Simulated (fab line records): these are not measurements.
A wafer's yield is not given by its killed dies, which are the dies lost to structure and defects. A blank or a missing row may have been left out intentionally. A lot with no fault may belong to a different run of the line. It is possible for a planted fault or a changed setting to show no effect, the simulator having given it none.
A single fault, viewed from 2 desks ; flow n5_finfet ; each desk holds nothing but its own numbers, with what lay behind them at the end

== TOOL OWNER'S DESK, pecvd-02 ==
The tool's own readings at N5_PASSIVATION_PECVD_55 (deposits SiO2 from SiH4/N2O, target thk 400 nm, time 22.5 s): means of the sampled wafers that have a number, for each lot that ran on this tool. The brackets show how far a lot's mean lies from the usual mean; more than 4 standard deviations puts the lot out of limits, marked OUT.
Columns: A = heater_power_w at N5_PASSIVATION_PECVD_55, usual 685 W; B = showerhead_plenum_p_Torr at N5_PASSIVATION_PECVD_55, usual 8.19 Torr; C = susceptor_temp_C at N5_PASSIVATION_PECVD_55, usual 399.95 C; D = throttle_valve_pct at N5_PASSIVATION_PECVD_55, usual 51 %
lot;first seen here;A;B;C;D
L469;day 12 16:59;797;8.11;399.91;49
L475;day 13 14:17;760;8.16;399.99;52
L486;day 16 14:59;688;8.12;400.00;52
L490;day 17 07:52;769;8.11;400.19;50
L491;day 17 20:51;652;8.16;399.92;55
Result from this desk: across the 5 lots, nothing is out of limits.

== AT THE METROLOGY DESK ==
What the gauges read, lot by lot, whatever tool the lot ran on: means of the sampled wafers that have a number. The brackets show how far a lot's mean lies from the usual mean; more than 4 standard deviations puts the lot out of limits, marked OUT.
Columns: A = V14_OVL at N5_BEOL_M15_OVL_MEAS_11, usual -3 nm; B = cd_nm at N5_PASSIVATION_CD_MEAS_44, usual 40000 nm
lot;first seen here;A;B
L469;day 12 05:13;1;40001
L472;day 12 05:36;-1;39998
L473;day 12 12:01;-5;40000
L475;day 13 01:55;2;40004
L481;day 14 12:24;-5;40000
L485;day 15 20:52;-3;39997
L486;day 16 01:26;4;39999
L490;day 16 19:28;-8;40000
L489;day 17 08:07;-5;40000
L491;day 17 08:50;-5;40002
Result from this desk: across the 10 lots, nothing is out of limits.

== TAKEN TOGETHER ==
The desk of the tool owner found nothing out of limits.
From the metrology desk's view, nothing was out of limits.

== WHAT WAS PUT IN BY THE SIMULATOR ==
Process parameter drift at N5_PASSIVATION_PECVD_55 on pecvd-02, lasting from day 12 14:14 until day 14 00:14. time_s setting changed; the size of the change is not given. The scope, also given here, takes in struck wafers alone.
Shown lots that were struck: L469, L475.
